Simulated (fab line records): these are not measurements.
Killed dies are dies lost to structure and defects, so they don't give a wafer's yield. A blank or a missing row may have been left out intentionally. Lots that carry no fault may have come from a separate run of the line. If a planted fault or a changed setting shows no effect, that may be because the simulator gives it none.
Matching of chambers | flow nandHarc | cmp-01 running NHARC_A_WL_FILL_CMP_12: 4 sister chambers
The step polishes, t overpolish 30 s, target thk 100 nm. 4 wafers are shown with their chamber, then 7 later ones without.

EACH WAFER AND ITS CHAMBER
wafer  | chamber | motorCurrentA (A)
L081.2 | 1       | 12.1
L083.6 | 2       | 13.1
L088.1 | 0       | 11.0
L088.4 | 3       | 12.2

WAFERS WHOSE CHAMBER IS MISSING
wafer  | motorCurrentA (A)
L088.5 | 11.7
L090.3 | 11.2
L090.4 | 12.6
L090.5 | 12.2
L095.2 | 10.8
L095.3 | 11.9
L095.5 | 11.9

CHAMBER TAKEN BY EACH
wafer  | from the rows above          | in truth
L088.5 | can't be placed: 1 or 3 or 0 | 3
L090.3 | 0                            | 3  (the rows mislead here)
L090.4 | can't be placed: 3 or 1 or 2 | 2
L090.5 | can't be placed: 3 or 1      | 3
L095.2 | 0                            | 0
L095.3 | can't be placed: 1 or 3      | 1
L095.5 | can't be placed: 1 or 3      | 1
Correctly placed: 1 of 7. Not placeable from these rows: 5 (in 5, the candidates include the true chamber). Wrongly placed: 1.
How it was worked out, from the rows above alone: a wafer's distance from a chamber is the root of the sum, over the readings, of the square of ((its reading less the chamber's mean) divided by the reading's scatter). If the next closest chamber is less than 2 further off than the closest, the wafer can't be placed; otherwise it belongs to the closest. A chamber's mean is the mean of its shown wafers. The scatter: with one shown wafer a chamber, the root of the mean of the squares of how far each hidden wafer lies from its nearest shown one.
